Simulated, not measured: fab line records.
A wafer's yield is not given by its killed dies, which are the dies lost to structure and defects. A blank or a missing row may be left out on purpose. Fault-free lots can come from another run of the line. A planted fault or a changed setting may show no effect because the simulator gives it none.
Chamber matching ; flow n5-finfet ; 4 sister chambers for N5_DUMMY_GATE_STRIP_48 on rie-diel-01
The step strips in N2/H2, time 20 s. 4 wafers are shown with their chamber, then 9 later ones without.

WAFERS, EACH WITH ITS CHAMBER
wafer;chamber;showerhead-plenum-p-Torr (Torr)
L086.5;2;3.37
L089.1;3;3.35
L089.2;0;3.14
L089.3;1;3.49

WAFERS WITHOUT THEIR CHAMBER
wafer;showerhead-plenum-p-Torr (Torr)
L093.1;3.14
L093.2;3.37
L093.5;3.14
L095.1;3.49
L095.3;3.37
L095.5;3.49
L096.1;3.13
L096.3;3.36
L096.5;3.13

CHAMBER TAKEN BY EACH
wafer;from the rows above;in truth
L093.1;0;0
L093.2;2;2
L093.5;0;0
L095.1;1;1
L095.3;2;2
L095.5;1;1
L096.1;0;0
L096.3;can't be placed: 3 or 2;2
L096.5;0;0
Correct placement for 8 of the 9. Unplaceable from these rows: 1, with the true chamber sitting among the candidates in 1. 0 placed wrongly.
How it was worked out, from the rows above alone: a wafer's distance from a chamber is the root of the sum, over the readings, of the square of ((its reading less the chamber's mean) divided by the reading's scatter). If the next closest chamber is less than 2 further off than the closest, the wafer can't be placed; otherwise it belongs to the closest. Each chamber's mean is taken over the wafers shown for it. The scatter: with one shown wafer a chamber, the root of the mean of the squares of how far each hidden wafer lies from its nearest shown one.
